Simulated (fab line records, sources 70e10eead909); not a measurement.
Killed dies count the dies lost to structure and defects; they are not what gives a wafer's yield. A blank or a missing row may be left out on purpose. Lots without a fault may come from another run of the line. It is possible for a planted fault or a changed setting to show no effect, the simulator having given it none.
fab line records	flow nandHarc
[record] lots = 12	wafers = 36	lastDay = 33
route steps=1302 shown P_CONTACT@237 P_M0@258 END@1302
lots that met no fault: from a run of the same line without faults
startH: the number of hours between the record's first day and the start of the first shown wafer of the lot	waitH: hours since the lot's step before	" identical to the entry in the row above	L1.1+2: a single row standing in for several wafers	- no value, or no start was given	* or withheld: withheld	< > ~ a bound
route shown NAME@n: names a module that has steps shown in the file, with the first one's number in the route	usual: the fault-free wafers' mean and standard deviation	same: alike in all rows	chamber/n: place in a boat	sites: the reading at each site	_std_site: standard deviation of those values	_edge_site: outer sites' mean less inner sites'	radiusMm: for every site, how far away it sits from the centre of the wafer	mask NAME#n: copy n	behind: the tool/chamber that last shaped the wafer	hold: reason for holding the lot/hours on hold/outcome of the hold	device: the n, p or np transistor that did not switch	end of line: tests of these same wafers at the route's end	step lacking rows: just its recipe	killed: at the first sort, the dies lost to defects and structure; wafer yield is something else	map: a wafer's dies, x killed, . not, _ none there
set.NAME: the setting the step ran with; set.NAME@STEP: the setting that earlier step ran with	model.NAME: the simulator's own value behind a step, which no gauge read
the route's steps for a sample of lots (tables are steps, rows are wafers)
services: when a tool's chamber went out of use (startH, in hours from the record's first day, below 0 if earlier), for how many hours, and the reason
[[steps]]
[step NHARC_P_CONTACT_ETCH_36]
[recipe] targetDepthA = 2600	overEtchFrac = 0.25	timeS = 406.25	ionEnergyEv = 200	n2FlowSccm = 150	h2FlowSccm = 150	arFlowSccm = 0	rfW = 400	biasW = 150	chemistry = N2/H2
[usual] drypumpMotorCurrentA = 5.8/0.51	oesProductAu = 0.999/0.0097	rfVppV = 431.4/2.5	showerheadPlenumPTorr = 2.07/0.084	throttleValvePct = 14.171/0.0087
lot.wafer	tool	chamber	startH	waitH	drypumpMotorCurrentA	oesProductAu	rfHoursCounterH	rfVppV	showerheadPlenumPTorr	throttleValvePct
L931.4	rieDiel-04	1	-	-	5.3	0.996	0.6	432.2	2.08	14.182
L931.3	"	2	"	"	5.8	1.005	0.6	432.8	2.14	14.184
L931.6	"	1	"	"	5.3	0.993	-	431.1	2.08	14.170
L932.1	rieDiel-12	0	-	-	5.2	1.010	4.1	431.1	2.08	14.167
L932.6	"	2	"	"	5.5	0.988	-	427.5	1.97	14.162
L932.5	"	3	"	"	6.7	1.019	-	428.8	2.00	14.171
L934.3	rieDiel-04	1	-	-	5.3	0.991	1.7	431.8	2.08	14.169
L934.2	"	0	"	"	6.2	1.005	1.7	435.3	2.20	14.171
L934.5	"	1	"	"	5.3	1.003	-	432.2	2.08	14.167
L936.2	rieDiel-10	3	-	-	6.1	1.001	0.9	427.0	1.95	14.181
L936.1	"	0	"	"	6.2	1.024	1.0	435.6	2.20	14.173
L936.6	"	0	"	"	6.2	1.025	-	435.1	2.20	14.181
L937.2	rieDiel-10	3	-	-	6.1	0.987	3.1	426.9	1.95	14.168
L937.4	"	0	"	"	6.2	1.004	2.9	434.9	2.20	14.159
L937.5	"	1	"	"	5.0	0.992	-	433.0	2.15	14.161
L938.3	rieDiel-12	2	-	-	5.5	0.988	0.4	429.2	1.97	14.156
L938.1	"	3	"	"	6.6	1.001	0.4	429.8	2.00	14.181
L938.4	"	0	"	"	5.2	1.007	-	431.2	2.08	14.157
L939.4	rieDiel-04	3	-	-	5.4	1.003	2.5	434.9	2.19	14.179
L939.1	"	2	"	"	5.8	1.007	2.0	433.2	2.14	14.176
L939.6	"	0	"	"	6.2	1.008	-	435.0	2.20	14.164
L941.3	rieDiel-12	1	-	-	6.0	0.994	0.4	432.7	2.11	14.166
L941.4	"	0	"	"	5.2	1.003	1.3	432.0	2.08	14.163
L941.5	"	1	"	"	6.0	0.995	-	431.3	2.11	14.168
L940.2	rieDiel-04	3	-	-	5.4	1.012	3.2	434.8	2.19	14.174
L940.4	"	0	"	"	6.2	1.009	3.7	435.8	2.20	14.184
L940.6	"	2	"	"	5.8	1.010	-	433.4	2.14	14.190
L942.4	rieDiel-12	1	-	-	6.0	0.997	1.0	432.5	2.11	14.186
L942.2	"	2	"	"	5.5	0.996	1.8	428.9	1.97	14.177
L942.6	"	3	"	"	6.6	1.008	-	429.2	2.00	14.166
L943.3	rieDiel-12	3	-	-	6.7	0.998	2.2	429.4	2.00	14.158
L943.1	"	1	"	"	6.0	1.005	1.3	432.6	2.11	14.172
L943.6	"	2	"	"	5.5	0.980	-	429.7	1.97	14.175
L944.1	rieDiel-10	1	-	-	5.0	0.995	4.3	432.5	2.15	14.174
L944.4	"	0	"	"	6.2	1.010	5.6	433.9	2.20	14.155
L944.5	"	2	"	"	5.6	1.001	-	430.0	2.01	14.164
[step NHARC_P_CONTACT_STRIP_28]
[recipe] o2FlowSccm = 500	arFlowSccm = 0	biasW = 0	chemistry = O2
[usual] drypumpMotorCurrentA = 5.8/0.47	oesProductAu = 0.998/0.01	rfVppV = 57.9/0.93	showerheadPlenumPTorr = 3.59/0.14	throttleValvePct = 17.037/0.0088
lot.wafer	tool	chamber	startH	waitH	drypumpMotorCurrentA	oesProductAu	rfHoursCounterH	rfVppV	showerheadPlenumPTorr	throttleValvePct
L931.4	rieDiel-12	3	214.98	0.1	6.7	1.011	3.9	57.7	3.46	17.028
L931.3	"	2	"	"	5.5	0.990	3.8	58.0	3.41	17.031
L931.6	"	0	"	"	5.3	1.003	-	59.4	3.59	17.037
L932.1	rieDiel-10	2	227.37	0.1	5.6	0.987	8.9	55.5	3.49	17.035
L932.5	"	2	"	"	5.6	0.998	-	58.4	3.49	17.049
L932.6	"	3	"	"	6.1	0.987	-	57.9	3.39	17.055
L934.2	rieDiel-12	3	247.96	0.1	6.7	1.008	5.2	59.2	3.46	17.037
L934.3	"	1	"	"	6.0	1.002	4.6	57.7	3.63	17.042
L934.5	"	3	"	"	6.7	1.005	-	57.8	3.46	17.031
L936.1	rieDiel-10	0	267.54	0.1	6.2	1.017	1.3	57.8	3.78	17.033
L936.2	"	2	"	"	5.6	0.989	1.0	57.4	3.49	17.029
L936.6	"	3	"	"	6.1	0.998	-	58.1	3.39	17.042
L937.4	rieDiel-04	3	289.23	0.1	5.4	1.008	2.3	59.3	3.77	17.029
L937.2	"	2	"	"	5.8	1.010	1.7	57.8	3.68	17.038
L937.5	"	3	"	"	5.4	0.998	-	58.2	3.77	17.022
L938.3	rieDiel-10	2	292.98	0.1	5.6	0.994	3.4	57.3	3.49	17.023
L938.1	"	0	"	"	6.2	1.009	3.3	57.2	3.78	17.035
L938.4	"	1	"	"	5.0	0.989	2.0	58.1	3.71	17.047
L939.1	rieDiel-12	0	302.12	0.1	5.3	0.996	0.9	58.1	3.59	17.038
L939.4	"	2	"	"	5.5	0.987	-	58.1	3.41	17.032
L939.6	"	3	"	"	6.7	1.009	-	58.7	3.46	17.045
L941.3	rieDiel-10	3	318.96	0.1	6.1	0.984	3.8	57.7	3.39	17.044
L941.4	"	1	"	"	5.0	1.008	2.4	57.6	3.70	17.046
L941.5	"	3	"	"	6.1	0.986	-	56.5	3.39	17.040
L940.2	rieDiel-12	0	319.87	0.1	5.2	1.010	1.6	57.5	3.59	17.041
L940.4	"	2	"	"	5.5	0.986	1.5	57.2	3.41	17.034
L940.6	"	3	"	"	6.7	1.004	-	56.7	3.46	17.029
L942.4	rieDiel-10	0	339.71	0.1	6.2	0.998	4.8	58.8	3.78	17.020
L942.2	"	1	"	"	5.0	0.996	3.6	58.5	3.70	17.044
L942.6	"	3	"	"	6.1	0.986	-	57.9	3.39	17.033
L943.3	rieDiel-10	0	344.93	0.1	6.2	1.008	4.8	58.0	3.78	17.040
L943.1	"	1	"	"	5.0	0.988	3.6	58.2	3.70	17.049
L943.6	"	0	"	"	6.2	1.009	-	59.8	3.78	17.049
L944.1	rieDiel-12	2	358.29	0.1	5.5	0.991	2.6	58.2	3.41	17.044
L944.4	"	3	"	"	6.7	1.001	2.6	57.7	3.46	17.039
L944.5	"	1	"	"	6.0	0.991	-	58.2	3.63	17.048
[step NHARC_P_M0_SOFTBAKE_04]
[recipe] tempC = 105	timeS = 55
[usual] heaterPowerTotalW = 188.47/0.14
lot.wafer	tool	chamber	startH	waitH	heaterPowerTotalW
L931.3	lithoTrack-01	0	217	-	186.11
L931.4	"	0	"	"	185.99
L931.6	"	0	"	"	186.04
L932.1	lithoTrack-01	0	230	-	186.11
L932.5	"	0	"	"	186.22
L932.6	"	0	"	"	185.99
L934.2	lithoTrack-04	0	250	-	188.33
L934.3	"	0	"	"	188.45
L934.5	"	0	"	"	188.48
L936.1	lithoTrack-04	0	270	-	188.59
L936.2	"	0	"	"	188.60
L936.6	"	0	"	"	188.37
L937.2	lithoTrack-01	0	291	-	188.32
L937.4	"	0	"	"	188.46
L937.5	"	0	"	"	188.75
L938.1	lithoTrack-04	0	295	-	188.50
L938.3	"	0	"	"	188.35
L938.4	"	0	"	"	188.61
L939.1	lithoTrack-06	0	304	-	188.60
L939.4	"	0	"	"	188.38
L939.6	"	0	"	"	188.48
L941.3	lithoTrack-06	0	321	-	188.39
L941.4	"	0	"	"	188.76
L941.5	"	0	"	"	188.72
L940.2	lithoTrack-01	0	322	-	188.36
L940.4	"	0	"	"	188.35
L940.6	"	0	"	"	188.24
L942.2	lithoTrack-04	0	342	-	188.54
L942.4	"	0	"	"	188.37
L942.6	"	0	"	"	188.70
L943.1	lithoTrack-06	0	347	-	188.50
L943.3	"	0	"	"	188.29
L943.6	"	0	"	"	188.50
L944.1	lithoTrack-04	0	360	-	188.43
L944.4	"	0	"	"	188.35
L944.5	"	0	"	"	188.75
[step NHARC_P_M0_ETCH_15]
[recipe] targetDepthA = 1500	overetchA = 150	timeS = 82.5	c4f8FlowSccm = withheld	arFlowSccm = 400	rfW = 600	biasW = 300	chemistry = C4F8/Ar
[usual] oesProductAu = 0.956/0.019	rfVppV = 441/3.1
lot.wafer	tool	chamber	startH	waitH	oesProductAu	rfHoursCounterH	rfVppV
L931.3	rieDiel-09	2	-	-	0.944	13	437
L931.4	"	3	"	"	0.934	13	445
L931.6	"	0	"	"	0.943	-	436
L932.1	rieDiel-09	2	-	-	0.953	17	437
L932.6	"	0	"	"	0.962	-	438
L932.5	"	1	"	"	0.952	-	441
L934.3	rieDiel-09	1	-	-	0.944	19	442
L934.2	"	2	"	"	0.940	19	436
L934.5	"	0	"	"	0.926	-	437
L936.1	rieDiel-09	3	-	-	0.964	22	445
L936.2	"	0	"	"	0.954	23	436
L936.6	"	2	"	"	0.976	-	437
L937.4	rieDiel-09	0	-	-	0.959	28	435
L937.2	"	2	"	"	0.982	26	435
L937.5	"	0	"	"	0.960	-	437
L938.1	rieDiel-09	3	-	-	0.964	26	445
L938.3	"	1	"	"	0.955	28	441
L938.4	"	1	"	"	0.961	-	442
L939.1	rieDiel-02	0	-	-	0.941	24	442
L939.6	"	0	"	"	0.958	-	441
L939.4	"	1	"	"	0.938	-	443
L941.4	rieDiel-02	1	-	-	0.921	30	443
L941.3	"	2	"	"	0.918	32	439
L941.5	"	0	"	"	0.934	-	441
L940.2	rieDiel-02	0	-	-	0.978	28	442
L940.4	"	3	"	"	0.978	22	440
L940.6	"	0	"	"	0.979	-	442
L942.2	rieDiel-02	3	-	-	0.941	27	441
L942.4	"	1	"	"	0.921	34	444
L942.6	"	3	"	"	0.932	-	440
L943.3	rieDiel-09	1	-	-	0.945	3	442
L943.1	"	0	"	"	0.954	3	435
L943.6	"	1	"	"	0.940	-	442
L944.4	rieDiel-09	1	-	-	0.971	5	441
L944.1	"	3	"	"	0.960	2	443
L944.5	"	1	"	"	0.976	-	443
[step NHARC_END_SORT_01]
[recipe] tempC = 25
[usual] defectLimitedYield = 91.4/2.5	killedAtArray = 54/17	killedAtOther = 1.0/1.4	killedAtPeriphery = 3.6/2.1	killedDies = 58/17	killedOpen = 3.2/2	killedShort = 2.5/1.5
[same] grossDies = 677
lot.wafer	tool	chamber	startH	waitH	defectLimitedYield[%]	killedAtArray	killedAtOther	killedAtPeriphery	killedDies	killedOpen	killedShort
L931.3	prober-01	0	656.15	3.1	93.4	36	4	5	45	3	2
L931.4	prober-01	0	656.95	3.4	90.1	58	7	2	67	2	3
L931.6	prober-01	0	658.54	4.0	91.3	52	3	4	59	3	1
L932.1	prober-02	0	658.86	2.5	90.4	59	2	4	65	3	1
L932.5	prober-02	0	662.06	3.7	93.1	42	0	5	47	1	4
L932.6	prober-02	0	662.86	4.0	91.0	57	0	4	61	0	3
L934.2	prober-02	0	696.77	2.8	91.6	56	0	1	57	1	3
L934.3	prober-02	0	697.59	3.1	90.0	68	0	0	68	1	3
L934.5	prober-02	0	699.23	3.8	90.5	63	0	1	64	4	1
L936.1	prober-01	0	710.90	2.5	87.7	77	1	5	83	4	2
L936.2	prober-01	0	711.71	2.8	91.6	51	0	6	57	5	3
L936.6	prober-01	0	714.91	4.0	90.1	61	0	6	67	2	3
L938.1	prober-02	0	722.15	2.5	88.8	68	0	8	76	0	5
L938.3	prober-02	0	723.73	3.1	90.3	64	0	2	66	1	0
L938.4	prober-02	0	724.52	3.4	88.9	72	2	1	75	3	2
L937.2	prober-01	0	723.03	2.8	93.8	32	0	10	42	3	2
L937.4	prober-01	0	724.65	3.5	91.9	48	1	6	55	2	6
L937.5	prober-01	0	725.47	3.8	94.2	33	1	5	39	2	6
L939.1	prober-01	0	764.88	2.5	94.2	34	2	3	39	6	5
L939.4	prober-01	0	767.30	3.4	95.7	25	1	3	29	3	2
L939.6	prober-01	0	768.92	4.0	94.7	32	1	3	36	4	6
L941.3	prober-02	0	773.29	3.1	86.7	85	0	5	90	4	1
L941.4	prober-02	0	774.08	3.4	90.4	61	0	4	65	6	0
L941.5	prober-02	0	774.87	3.7	86.4	88	0	4	92	4	3
L940.2	prober-01	0	773.49	2.8	90.7	57	2	4	63	2	2
L940.4	prober-01	0	775.10	3.4	90.1	57	2	8	67	3	2
L940.6	prober-01	0	776.72	4.0	90.3	63	1	2	66	3	0
L942.2	prober-02	0	780.25	2.8	94.8	32	0	3	35	6	4
L942.4	prober-02	0	781.87	3.4	95.3	24	5	3	32	5	4
L942.6	prober-02	0	783.48	4.0	95.3	28	2	2	32	3	5
L943.1	prober-01	0	799.01	2.5	89.1	73	1	0	74	3	1
L943.3	prober-01	0	800.59	3.1	89.2	70	0	3	73	3	4
L943.6	prober-01	0	802.95	3.9	90.8	57	0	5	62	7	4
L944.1	prober-02	0	799.05	2.5	88.9	72	0	3	75	3	5
L944.4	prober-02	0	801.43	3.4	85.2	97	1	2	100	5	2
L944.5	prober-02	0	802.22	3.7	86.9	85	1	3	89	0	4
// killed by level:class
L931.3 A_CHANNEL_HOLE_D2:chamberFilmFlake=17 A_CHANNEL_HOLE_D1:chamberFilmFlake=16 THIN_TSV:chamberFilmFlake=4 A_WL_FILL:chamberFilmFlake=2 P_GATE:geometricParticle:open=1 P_CONTACT:geometricParticle:short=1 P_CONTACT:geometricParticle:open=1 P_M0:geometricParticle:open=1
L931.4 A_CHANNEL_HOLE_D1:chamberFilmFlake=35 A_CHANNEL_HOLE_D2:chamberFilmFlake=14 THIN_TSV:chamberFilmFlake=7 A_STAIRCASE:chamberFilmFlake=2 P_GATE:geometricParticle:short=1 A_CHANNEL_FILL_D1:geometricParticle:short=1 A_ONON_D2:geometricParticle:short=1 A_ONON_D2:geometricParticle:open=1
L931.6 A_CHANNEL_HOLE_D1:chamberFilmFlake=34 A_CHANNEL_HOLE_D2:chamberFilmFlake=15 THIN_TSV:chamberFilmFlake=3 P_CONTACT:geometricParticle:open=2 P_M2:geometricParticle:open=1 A_DECK1_JOINT:geometricParticle:short=1 P_M2:chamberFilmFlake=1 A_CHANNEL_FILL_D1:chamberFilmFlake=1
L932.1 A_CHANNEL_HOLE_D1:chamberFilmFlake=32 A_CHANNEL_HOLE_D2:chamberFilmFlake=21 P_GATE:chamberFilmFlake=3 A_DECK1_JOINT:chamberFilmFlake=2 P_CONTACT:geometricParticle:open=1 A_CONTACT:geometricParticle:open=1 A_BONDPAD:geometricParticle:short=1 STARTING-WAFER:geometricParticle:open=1
L932.5 A_CHANNEL_HOLE_D1:chamberFilmFlake=15 A_CHANNEL_HOLE_D2:chamberFilmFlake=13 A_SLIT:chamberFilmFlake=5 A_CONTACT:chamberFilmFlake=4 P_GATE:chamberFilmFlake=2 P_STI:geometricParticle:short=1 A_CHANNEL_FILL_D1:geometricParticle:short=1 A_CHANNEL_HOLE_D2:geometricParticle:short=1
L932.6 A_CHANNEL_HOLE_D1:chamberFilmFlake=29 A_CHANNEL_HOLE_D2:chamberFilmFlake=17 A_SLIT:chamberFilmFlake=5 P_ZERO_WELL:chamberFilmFlake=3 A_CHANNEL_FILL_D1:geometricParticle:short=2 A_ONON_D2:geometricParticle:short=1 P_GATE:chamberFilmFlake=1 A_CHANNEL_FILL_D2:chamberFilmFlake=1
L934.2 A_CHANNEL_HOLE_D2:chamberFilmFlake=24 A_CHANNEL_HOLE_D1:chamberFilmFlake=15 A_SGD_CUT:chamberFilmFlake=6 A_STAIRCASE:chamberFilmFlake=3 A_CHANNEL_FILL_D2:chamberFilmFlake=3 P_CONTACT:geometricParticle:short=1 A_STAIRCASE:geometricParticle:short=1 A_WL_FILL:geometricParticle:short=1
L934.3 A_CHANNEL_HOLE_D2:chamberFilmFlake=25 A_CHANNEL_HOLE_D1:chamberFilmFlake=20 A_SGD_CUT:chamberFilmFlake=7 A_CHANNEL_FILL_D2:chamberFilmFlake=4 A_STAIRCASE:chamberFilmFlake=2 A_SLIT:chamberFilmFlake=2 A_WL_FILL:chamberFilmFlake=2 A_ONON_D1:geometricParticle:short=1
L934.5 A_CHANNEL_HOLE_D2:chamberFilmFlake=23 A_CHANNEL_HOLE_D1:chamberFilmFlake=17 A_SGD_CUT:chamberFilmFlake=9 A_CHANNEL_FILL_D2:chamberFilmFlake=3 A_SLIT:chamberFilmFlake=3 A_CONTACT:chamberFilmFlake=3 P_CONTACT:geometricParticle:open=1 A_CHANNEL_HOLE_D1:geometricParticle:open=1
L936.1 A_CHANNEL_HOLE_D1:chamberFilmFlake=32 A_CHANNEL_HOLE_D2:chamberFilmFlake=25 A_STAIRCASE:chamberFilmFlake=5 A_SLIT:chamberFilmFlake=4 A_CONTACT:chamberFilmFlake=3 P_BONDPAD:chamberFilmFlake=2 A_ZERO_WELL:chamberFilmFlake=2 A_WL_FILL:chamberFilmFlake=2
L936.2 A_CHANNEL_HOLE_D2:chamberFilmFlake=21 A_CHANNEL_HOLE_D1:chamberFilmFlake=11 A_STAIRCASE:chamberFilmFlake=9 A_CONTACT:chamberFilmFlake=3 P_GATE:chamberFilmFlake=2 P_M0:geometricParticle:open=1 P_M0:geometricParticle:short=1 A_CHANNEL_HOLE_D1:geometricParticle:open=1
L936.6 A_CHANNEL_HOLE_D1:chamberFilmFlake=27 A_CHANNEL_HOLE_D2:chamberFilmFlake=13 A_STAIRCASE:chamberFilmFlake=10 P_GATE:chamberFilmFlake=2 P_BONDPAD:chamberFilmFlake=2 A_ZERO_WELL:chamberFilmFlake=2 A_SLIT:chamberFilmFlake=2 P_GATE:geometricParticle:open=1
L938.1 A_SLIT:chamberFilmFlake=24 A_CHANNEL_HOLE_D2:chamberFilmFlake=18 A_CHANNEL_HOLE_D1:chamberFilmFlake=14 A_STAIRCASE:chamberFilmFlake=5 P_STI:chamberFilmFlake=4 A_CHANNEL_FILL_D1:chamberFilmFlake=4 P_GATE:chamberFilmFlake=2 P_GATE:geometricParticle:short=1
L937.2 A_CHANNEL_HOLE_D1:chamberFilmFlake=13 A_SLIT:chamberFilmFlake=7 P_M1:chamberFilmFlake=5 A_CONTACT:chamberFilmFlake=4 P_GATE:chamberFilmFlake=2 A_STAIRCASE:chamberFilmFlake=2 P_M0:geometricParticle:short=1 P_M1:geometricParticle:open=1
L938.3 A_CHANNEL_HOLE_D2:chamberFilmFlake=23 A_SLIT:chamberFilmFlake=20 A_CHANNEL_HOLE_D1:chamberFilmFlake=10 A_STAIRCASE:chamberFilmFlake=4 A_CONTACT:chamberFilmFlake=4 A_CHANNEL_FILL_D1:chamberFilmFlake=2 A_BLC:geometricParticle:open=1 P_STI:chamberFilmFlake=1
L938.4 A_SLIT:chamberFilmFlake=34 A_CHANNEL_HOLE_D2:chamberFilmFlake=20 A_CHANNEL_HOLE_D1:chamberFilmFlake=6 A_CHANNEL_FILL_D1:chamberFilmFlake=3 A_STAIRCASE:chamberFilmFlake=3 A_WL_FILL:geometricParticle:open=2 A_CHANNEL_FILL_D1:geometricParticle:short=1 A_CHANNEL_FILL_D2:geometricParticle:open=1
L937.4 A_CHANNEL_HOLE_D1:chamberFilmFlake=32 P_M1:chamberFilmFlake=4 A_WL_FILL:geometricParticle:short=3 A_BLC:chamberFilmFlake=3 P_GATE:chamberFilmFlake=2 A_CONTACT:chamberFilmFlake=2 A_ONON_D1:geometricParticle:short=1 A_CHANNEL_HOLE_D1:geometricParticle:short=1
L937.5 A_CHANNEL_HOLE_D1:chamberFilmFlake=14 A_CONTACT:chamberFilmFlake=6 A_SLIT:chamberFilmFlake=4 P_M1:chamberFilmFlake=3 A_WL_FILL:geometricParticle:short=2 P_M0:geometricParticle:open=1 A_SOURCE_PLATE:geometricParticle:short=1 A_CHANNEL_HOLE_D1:geometricParticle:open=1
L939.1 A_CHANNEL_HOLE_D1:chamberFilmFlake=12 A_SLIT:chamberFilmFlake=6 A_WL_FILL:chamberFilmFlake=3 A_CONTACT:chamberFilmFlake=3 A_CHANNEL_FILL_D2:geometricParticle:open=2 P_M2:chamberFilmFlake=2 A_ONON_D1:geometricParticle:short=1 A_CHANNEL_HOLE_D1:geometricParticle:open=1
L939.4 A_CHANNEL_HOLE_D1:chamberFilmFlake=9 A_CONTACT:chamberFilmFlake=5 A_SLIT:chamberFilmFlake=4 P_M2:chamberFilmFlake=2 P_M1:geometricParticle:open=1 A_ONON_D1:geometricParticle:open=1 A_DECK1_JOINT:geometricParticle:short=1 A_M1:geometricParticle:open=1
L939.6 A_CHANNEL_HOLE_D1:chamberFilmFlake=11 A_CONTACT:chamberFilmFlake=4 A_SLIT:chamberFilmFlake=3 A_CHANNEL_FILL_D1:geometricParticle:short=2 A_WL_FILL:geometricParticle:short=2 A_ZERO_WELL:chamberFilmFlake=2 P_M2:geometricParticle:open=1 A_SOURCE_PLATE:geometricParticle:open=1
L941.3 A_SLIT:chamberFilmFlake=32 A_CHANNEL_HOLE_D2:chamberFilmFlake=31 A_CHANNEL_HOLE_D1:chamberFilmFlake=10 A_STAIRCASE:chamberFilmFlake=4 P_CONTACT:geometricParticle:open=2 A_SGD_CUT:chamberFilmFlake=2 A_WL_FILL:chamberFilmFlake=2 P_M0:geometricParticle:open=1
L940.2 A_SLIT:chamberFilmFlake=31 A_CHANNEL_HOLE_D1:chamberFilmFlake=8 A_WL_FILL:chamberFilmFlake=5 A_CONTACT:chamberFilmFlake=5 P_ZERO_WELL:chamberFilmFlake=2 A_STAIRCASE:chamberFilmFlake=2 THIN_TSV:chamberFilmFlake=2 A_ONON_D1:geometricParticle:short=1
L941.4 A_SLIT:chamberFilmFlake=23 A_CHANNEL_HOLE_D2:chamberFilmFlake=20 A_CHANNEL_HOLE_D1:chamberFilmFlake=9 P_GATE:chamberFilmFlake=2 A_CHANNEL_FILL_D1:chamberFilmFlake=2 A_STAIRCASE:chamberFilmFlake=2 P_GATE:geometricParticle:open=1 P_CONTACT:geometricParticle:open=1
L941.5 A_CHANNEL_HOLE_D2:chamberFilmFlake=34 A_SLIT:chamberFilmFlake=30 A_CHANNEL_HOLE_D1:chamberFilmFlake=9 A_CONTACT:chamberFilmFlake=4 A_STAIRCASE:chamberFilmFlake=3 P_ZERO_WELL:chamberFilmFlake=2 P_GATE:geometricParticle:short=1 A_SOURCE_PLATE:geometricParticle:open=1
L940.4 A_SLIT:chamberFilmFlake=28 A_CHANNEL_HOLE_D1:chamberFilmFlake=11 A_CONTACT:chamberFilmFlake=8 P_GATE:chamberFilmFlake=3 A_CHANNEL_FILL_D2:chamberFilmFlake=3 P_ZERO_WELL:chamberFilmFlake=2 A_ZERO_WELL:chamberFilmFlake=2 A_STAIRCASE:chamberFilmFlake=2
L940.6 A_SLIT:chamberFilmFlake=34 A_CHANNEL_HOLE_D1:chamberFilmFlake=12 A_CONTACT:chamberFilmFlake=7 A_STAIRCASE:chamberFilmFlake=4 P_GATE:chamberFilmFlake=2 A_ONON_D1:geometricParticle:open=1 A_DECK1_JOINT:geometricParticle:open=1 A_M0:geometricParticle:open=1
L942.2 A_STAIRCASE:chamberFilmFlake=8 A_CONTACT:chamberFilmFlake=6 A_SLIT:chamberFilmFlake=4 A_CHANNEL_HOLE_D1:chamberFilmFlake=2 P_CONTACT:geometricParticle:short=1 P_M0:geometricParticle:open=1 A_ONON_D1:geometricParticle:open=1 A_CHANNEL_FILL_D1:geometricParticle:open=1
L942.4 A_SLIT:chamberFilmFlake=6 A_STAIRCASE:chamberFilmFlake=4 THIN_TSV:chamberFilmFlake=4 A_CONTACT:chamberFilmFlake=3 P_M0:geometricParticle:open=1 A_SOURCE_PLATE:geometricParticle:short=1 A_CHANNEL_FILL_D1:geometricParticle:open=1 A_CHANNEL_FILL_D1:geometricParticle:short=1
L942.6 A_STAIRCASE:chamberFilmFlake=4 A_SLIT:chamberFilmFlake=4 A_CONTACT:chamberFilmFlake=4 A_ONON_D1:geometricParticle:short=2 A_CHANNEL_HOLE_D1:unspecified=2 A_WL_FILL:chamberFilmFlake=2 THIN_TSV:chamberFilmFlake=2 A_ONON_D1:geometricParticle:open=1
L943.1 A_SLIT:chamberFilmFlake=36 A_CHANNEL_HOLE_D1:chamberFilmFlake=22 A_STAIRCASE:chamberFilmFlake=5 A_CHANNEL_FILL_D1:chamberFilmFlake=3 A_WL_FILL:chamberFilmFlake=3 A_CHANNEL_FILL_D1:geometricParticle:open=1 A_ONON_D2:geometricParticle:open=1 A_ONON_D2:geometricParticle:short=1
L944.1 A_CHANNEL_HOLE_D2:chamberFilmFlake=28 A_CHANNEL_HOLE_D1:chamberFilmFlake=11 A_CONTACT:chamberFilmFlake=10 A_SLIT:chamberFilmFlake=8 A_STAIRCASE:chamberFilmFlake=3 P_ZERO_WELL:chamberFilmFlake=2 A_CHANNEL_FILL_D1:chamberFilmFlake=2 P_CONTACT:geometricParticle:short=1
L943.3 A_SLIT:chamberFilmFlake=32 A_CHANNEL_HOLE_D1:chamberFilmFlake=22 A_CONTACT:chamberFilmFlake=6 A_ONON_D2:geometricParticle:short=2 P_ZERO_WELL:chamberFilmFlake=2 A_WL_FILL:chamberFilmFlake=2 P_M0:geometricParticle:short=1 A_CHANNEL_FILL_D1:geometricParticle:open=1
L944.4 A_CHANNEL_HOLE_D2:chamberFilmFlake=32 A_SLIT:chamberFilmFlake=29 A_CHANNEL_HOLE_D1:chamberFilmFlake=19 A_CONTACT:chamberFilmFlake=5 A_CHANNEL_FILL_D1:chamberFilmFlake=3 P_GATE:geometricParticle:short=1 P_CONTACT:geometricParticle:open=1 A_CHANNEL_FILL_D1:geometricParticle:open=1
L944.5 A_SLIT:chamberFilmFlake=31 A_CHANNEL_HOLE_D1:chamberFilmFlake=22 A_CHANNEL_HOLE_D2:chamberFilmFlake=20 A_CONTACT:chamberFilmFlake=4 P_M0:geometricParticle:short=1 A_ONON_D2:geometricParticle:short=1 A_CHANNEL_HOLE_D2:geometricParticle:short=1 A_BLC:geometricParticle:short=1
L943.6 A_SLIT:chamberFilmFlake=25 A_CHANNEL_HOLE_D1:chamberFilmFlake=10 A_STAIRCASE:chamberFilmFlake=5 A_CONTACT:chamberFilmFlake=4 A_WL_FILL:chamberFilmFlake=3 P_GATE:geometricParticle:open=2 A_CHANNEL_FILL_D2:geometricParticle:open=2 P_ZERO_WELL:chamberFilmFlake=2
[[services]]
tool	chamber	startH	hours	kind
rieDiel-12	0	198.40	-	clean
rieDiel-12	1	198.40	-	clean
lithoTrack-04	-	203.00	7.0	pm
rieDiel-02	2	211.09	14.7	repair
rieDiel-02	-	216.87	9.0	pm
rieDiel-02	2	240.20	3.8	repair
rieDiel-10	-	242.50	9.0	pm
rieDiel-04	2	243.52	17.9	repair
rieDiel-10	1	261.71	13.3	repair
rieDiel-12	2	267.40	1.3	repair
rieDiel-04	2	267.98	3.5	repair
rieDiel-12	-	268.40	9.0	pm
rieDiel-12	1	278.68	3.4	repair
rieDiel-02	3	285.73	22.0	repair
rieDiel-12	1	291.57	20.1	repair
rieDiel-09	2	293.32	3.6	repair
rieDiel-09	0	294.86	1.2	repair
rieDiel-04	3	310.87	1.5	repair
rieDiel-09	-	320.10	9.0	pm
lithoTrack-01	-	330.00	7.0	pm
rieDiel-09	-	341.46	0.5	repair
rieDiel-09	3	343.53	14.6	repair
lithoTrack-06	-	354.00	7.0	pm
rieDiel-04	-	354.90	9.0	pm
[[key]]
[firstSign] step = NHARC_P_M0_SOFTBAKE_04	reading = heaterPowerTotalW	direction = down	sigmas = 17	usual = *	struck = *
effect none on later readings
metAt NHARC_P_M0_SOFTBAKE_04
struckLots L931,L932
notActingAt NHARC_P_CONTACT_ETCH_36,NHARC_P_CONTACT_STRIP_28,NHARC_P_M0_ETCH_15
[fault] kind = processParameterDrift	tool = lithoTrack-01	chamber = -	onsetH = 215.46	steps = NHARC_P_M0_SOFTBAKE_04	channel = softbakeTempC	offset = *	shape = step	endH = 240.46	actsIn = *	stated = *
